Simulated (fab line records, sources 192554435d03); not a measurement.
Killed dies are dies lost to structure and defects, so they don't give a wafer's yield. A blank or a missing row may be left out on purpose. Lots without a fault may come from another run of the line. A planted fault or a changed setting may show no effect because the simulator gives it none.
Chamber matching | flow n5_finfet | N5_BEOL_M0_ALD_136 on ald_metal-04: 4 sister chambers
The step deposits TaN, pulse time 2 s, purge time 3 s, co reactant purge time 2 s. 8 wafers are shown with their chamber, then 8 later ones without.

WAFERS WITH THEIR CHAMBER
wafer  | chamber | heater_power_w (W) | precursor_vessel_temp_c (C)
L077.3 | 0       | 423                | 75.04
L077.6 | 1       | 432                | 75.04
L082.5 | 1       | 450                | 74.97
L084.5 | 2       | 486                | 74.97
L087.1 | 3       | 364                | 75.09
L087.5 | 3       | 380                | 74.87
L087.6 | 2       | 497                | 75.10
L089.1 | 0       | 431                | 75.26

WAFERS WITHOUT THEIR CHAMBER
wafer  | heater_power_w (W) | precursor_vessel_temp_c (C)
L089.3 | 435                | 74.99
L089.5 | 491                | 74.84
L091.2 | 418                | 75.09
L091.4 | 483                | 75.05
L091.6 | 436                | 75.06
L097.3 | 490                | 75.04
L097.4 | 379                | 74.90
L097.5 | 441                | 74.84

WHICH CHAMBER EACH WENT THROUGH
wafer  | from the rows above     | in truth
L089.3 | can't be placed: 1 or 0 | 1
L089.5 | 2                       | 2
L091.2 | can't be placed: 0 or 1 | 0
L091.4 | 2                       | 2
L091.6 | can't be placed: 1 or 0 | 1
L097.3 | 2                       | 2
L097.4 | 3                       | 3
L097.5 | can't be placed: 1 or 0 | 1
Placed correctly: 4 of 8. Can't be placed from these rows: 4 (the true chamber is among the candidates in 4). Placed wrongly: 0.
How it was worked out, from the rows above alone: a wafer's distance from a chamber is the root of the sum, over the readings, of the square of ((its reading less the chamber's mean) divided by the reading's scatter). The wafer belongs to the nearest chamber; if the next one is less than 2 further off, it can't be placed. A chamber's mean is the mean of its shown wafers. The scatter: the root of (the sum of the squares of (reading less its chamber's mean) over the shown wafers, divided by (wafers less chambers)).
